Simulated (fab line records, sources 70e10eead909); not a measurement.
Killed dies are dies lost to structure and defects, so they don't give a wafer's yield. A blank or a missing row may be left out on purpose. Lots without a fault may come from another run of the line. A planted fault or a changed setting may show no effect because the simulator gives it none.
Which tool did it? | flow nand_harc | 11 lots, 33 wafers sampled, at 5 steps of a route of 1302

WHAT THE GAUGES READ, wafer by wafer
NHARC_END_SORT_01.
lot  | measured     | on        | killed_at_array | killed_at_other | killed_at_periphery | killed_dies | killed_open | killed_short
L123 | day 29 12:34 | prober-02 | 672 66 676      | 4 3 1           | 1 3 0               | 677 72 677  | 3 1 5       | 3 4 2
L122 | day 29 12:07 | prober-01 | 677 676 40      | 0 0 0           | 0 1 1               | 677 677 41  | 3 1 2       | 3 4 2

WHICH TOOL RAN EACH LOT (tool, then ch and the chambers of the sampled wafers, then the start)
lot  | NHARC_A_STAIRCASE_ETCH_169         | NHARC_A_STAIRCASE_DESCUM_11        | NHARC_A_STAIRCASE_ETCH_13          | NHARC_A_STAIRCASE_TRIM_24
L110 | rie_diel-13 ch 0,1,3, day 15 17:22 | rie_diel-02 ch 0,1,3, day 15 19:08 | rie_diel-02 ch 1,2,3, day 15 19:23 | rie_diel-12 ch 0,1,3, no start
L113 | rie_diel-02 ch 0,1,2, day 17 10:23 | rie_diel-13 ch 0,1,3, day 17 12:08 | rie_diel-13 ch 0,1,2, day 17 12:25 | rie_diel-12 ch 0,2,3, no start
L114 | rie_diel-12 ch 0,2,3, day 17 17:45 | rie_diel-02 ch 0,1,2, day 17 19:30 | rie_diel-02 ch 0,1,3, day 17 19:44 | rie_diel-13 ch 0,1, no start
L117 | rie_diel-13 ch 0,1,3, day 18 07:07 | rie_diel-13 ch 0,2, day 18 08:43   | rie_diel-13 ch 0,2,3, day 18 08:58 | rie_diel-12 ch 0,1,3, no start
L123 | rie_diel-12 ch 0,2,3, day 20 14:34 | rie_diel-12 ch 0,3, day 20 16:16   | rie_diel-12 ch 0,2,3, day 20 16:38 | rie_diel-13 ch 0,2,3, day 29 12:34 or earlier
L122 | rie_diel-13 ch 1,2, day 20 14:43   | rie_diel-12 ch 0,2,3, day 20 16:37 | rie_diel-12 ch 0,2,3, day 20 17:10 | rie_diel-12 ch 0,2,3, day 29 12:07 or earlier
L128 | rie_diel-02 ch 0,1,3, day 23 00:31 | rie_diel-02 ch 1,3, day 23 02:23   | rie_diel-02 ch 0,1,3, day 23 02:38 | rie_diel-13 ch 0,1,3, no start
L131 | rie_diel-02 ch 2,3, day 24 08:24   | rie_diel-02 ch 0,1,2, day 24 10:10 | rie_diel-02 ch 0,2,3, day 24 10:24 | rie_diel-02 ch 0,2,3, no start
L132 | rie_diel-12 ch 1,2, day 24 08:43   | rie_diel-13 ch 0,3, day 24 10:27   | rie_diel-13 ch 0,1,2, day 24 10:43 | rie_diel-12 ch 0,1, no start
L130 | rie_diel-02 ch 0,1,2, day 24 08:54 | rie_diel-13 ch 1,2,3, day 24 10:39 | rie_diel-13 ch 1,2,3, day 24 10:55 | rie_diel-13 ch 0,1,3, no start
L133 | rie_diel-02 ch 1,2, day 25 04:34   | rie_diel-13 ch 0,1,3, day 25 06:12 | rie_diel-13 ch 1,2,3, day 25 06:26 | rie_diel-02 ch 1,2,3, no start
- NHARC_A_STAIRCASE_ETCH_169: etches the open film in CH3F/O2, target depth 50 nm, time 107.1 s.
- NHARC_A_STAIRCASE_DESCUM_11: chemistry O2, time 3 s.
- NHARC_A_STAIRCASE_ETCH_13: etches the open film in C4F8/O2, target depth 100 nm, time 40.5 s.
- NHARC_A_STAIRCASE_TRIM_24: chemistry O2, time 211.2 s.

WHAT THE TOOLS THEMSELVES READ (means of the sampled wafers that have a number; where no wafer has one, the mark that the record gives instead)
NHARC_A_STAIRCASE_ETCH_169.
lot  | tool        | ch3f_flow_sccm (sccm) | drypump_motor_current_A (A) | oes_product_au (a.u.) | rf_vpp_V (V) | showerhead_plenum_p_Torr (Torr) | throttle_valve_pct (%)
L110 | rie_diel-13 | 49.98                 | 6.0                         | 0.951                 | 243.3        | 2.44                            | 20.658
L113 | rie_diel-02 | 49.92                 | 5.8                         | 0.977                 | 244.6        | 2.44                            | 20.656
L114 | rie_diel-12 | 50.17                 | 5.2                         | 0.947                 | 243.0        | 2.37                            | 20.662
L117 | rie_diel-13 | 50.16                 | 6.0                         | 0.962                 | 243.8        | 2.43                            | 20.661
L123 | rie_diel-12 | 49.88                 | 5.2                         | 0.966                 | 244.5        | 2.50                            | 20.670
L122 | rie_diel-13 | 50.05                 | 5.6                         | 0.977                 | 241.9        | 2.32                            | 20.663
L128 | rie_diel-02 | 50.00                 | 5.6                         | 0.926                 | 245.1        | 2.54                            | 20.662
L131 | rie_diel-02 | 49.93                 | 6.3                         | 0.967                 | 242.9        | 2.39                            | 20.662
L132 | rie_diel-12 | 50.07                 | 5.6                         | 0.979                 | 245.6        | 2.57                            | 20.659
L130 | rie_diel-02 | 50.08                 | 5.8                         | 0.961                 | 245.3        | 2.55                            | 20.664
L133 | rie_diel-02 | 50.02                 | 6.0                         | 0.965                 | 245.0        | 2.48                            | 20.663

NHARC_A_STAIRCASE_DESCUM_11.
lot  | tool        | drypump_motor_current_A (A) | oes_product_au (a.u.) | rf_vpp_V (V) | showerhead_plenum_p_Torr (Torr) | throttle_valve_pct (%)
L110 | rie_diel-02 | 5.6                         | 1.006                 | 57.3         | 1.89                            | 11.307
L113 | rie_diel-13 | 6.0                         | 1.003                 | 57.8         | 1.89                            | 11.310
L114 | rie_diel-02 | 5.8                         | 0.998                 | 58.5         | 2.01                            | 11.308
L117 | rie_diel-13 | 5.6                         | 0.998                 | 58.1         | 1.85                            | 11.316
L123 | rie_diel-12 | 5.4                         | 0.989                 | 57.4         | 1.91                            | 11.305
L122 | rie_diel-12 | 5.2                         | 0.997                 | 57.7         | 1.94                            | 11.309
L128 | rie_diel-02 | 5.3                         | 0.999                 | 58.4         | 1.99                            | 11.313
L131 | rie_diel-02 | 5.8                         | 1.000                 | 58.0         | 1.99                            | 11.318
L132 | rie_diel-13 | 5.9                         | 0.994                 | 58.3         | 1.92                            | 11.310
L130 | rie_diel-13 | 5.7                         | 0.999                 | 56.6         | 1.85                            | 11.315
L133 | rie_diel-13 | 6.0                         | 1.003                 | 57.1         | 1.88                            | 11.312

NHARC_A_STAIRCASE_ETCH_13.
lot  | tool        | oes_product_au (a.u.) | rf_vpp_V (V)
L110 | rie_diel-02 | 0.932                 | 891
L113 | rie_diel-13 | 0.946                 | 891
L114 | rie_diel-02 | 0.945                 | 901
L117 | rie_diel-13 | 0.951                 | 894
L123 | rie_diel-12 | 1.039                 | 897
L122 | rie_diel-12 | 1.044                 | 898
L128 | rie_diel-02 | 0.945                 | 899
L131 | rie_diel-02 | 0.936                 | 896
L132 | rie_diel-13 | 0.943                 | 890
L130 | rie_diel-13 | 0.937                 | 891
L133 | rie_diel-13 | 0.954                 | 892

NHARC_A_STAIRCASE_TRIM_24.
lot  | tool        | drypump_motor_current_A (A) | oes_product_au (a.u.) | rf_vpp_V (V) | showerhead_plenum_p_Torr (Torr) | throttle_valve_pct (%)
L110 | rie_diel-12 | 5.7                         | 1.005                 | 57.3         | 3.49                            | 17.033
L113 | rie_diel-12 | 5.3                         | 0.998                 | 57.9         | 3.41                            | 17.042
L114 | rie_diel-13 | 6.3                         | 1.003                 | 57.5         | 3.37                            | 17.038
L117 | rie_diel-12 | 5.7                         | 0.998                 | 57.0         | 3.48                            | 17.041
L123 | rie_diel-13 | 5.6                         | 1.000                 | 57.0         | 3.50                            | 17.022
L122 | rie_diel-12 | 5.3                         | 1.006                 | 57.9         | 3.58                            | 17.042
L128 | rie_diel-13 | 6.0                         | 0.993                 | 57.4         | 3.47                            | 17.051
L131 | rie_diel-02 | 6.1                         | 1.000                 | 56.7         | 3.52                            | 17.041
L132 | rie_diel-12 | 6.0                         | 0.990                 | 58.0         | 3.40                            | 17.042
L130 | rie_diel-13 | 6.0                         | 1.002                 | 57.5         | 3.46                            | 17.039
L133 | rie_diel-02 | 5.8                         | 0.997                 | 57.9         | 3.54                            | 17.037

THE ANSWER, worked out from the rows above alone
Rule: what is usual is taken from the lots themselves. Put in order of their means at a reading, lots are off if they are a third of the lots or fewer, leave a main group of 4 or more, and stand apart from it by a gap of 3 or more times the standard deviation of the main group's means; of several such gaps the widest counts. A main group whose means are all the same, to the digits that the tables above print for the reading, isn't used. A lot without any number at a reading at which 4 lots or more have one is off too. The other lots that the step has rows for count as sound. The gauges are gone through in route order, then the tools' own readings, and for those a lot's mean is taken as printed above. The first step at which some lot is off is used, and at that step the reading that is off furthest; a lot without a number counts as furthest.
Off: L123, L122, at NHARC_A_STAIRCASE_ETCH_13 (oes_product_au). The main group: mean 0.943 a.u., standard deviation 0.0067.
A tool fits if, at that step or a process step before it, it ran every lot that is off, and no sound lot after the first of them. One fits: rie_diel-12 at NHARC_A_STAIRCASE_DESCUM_11 and NHARC_A_STAIRCASE_ETCH_13. It ran no sound lot before its first lot that is off in this sample, so the start can't be narrowed down.

WHAT THE SIMULATOR HAD PUT IN
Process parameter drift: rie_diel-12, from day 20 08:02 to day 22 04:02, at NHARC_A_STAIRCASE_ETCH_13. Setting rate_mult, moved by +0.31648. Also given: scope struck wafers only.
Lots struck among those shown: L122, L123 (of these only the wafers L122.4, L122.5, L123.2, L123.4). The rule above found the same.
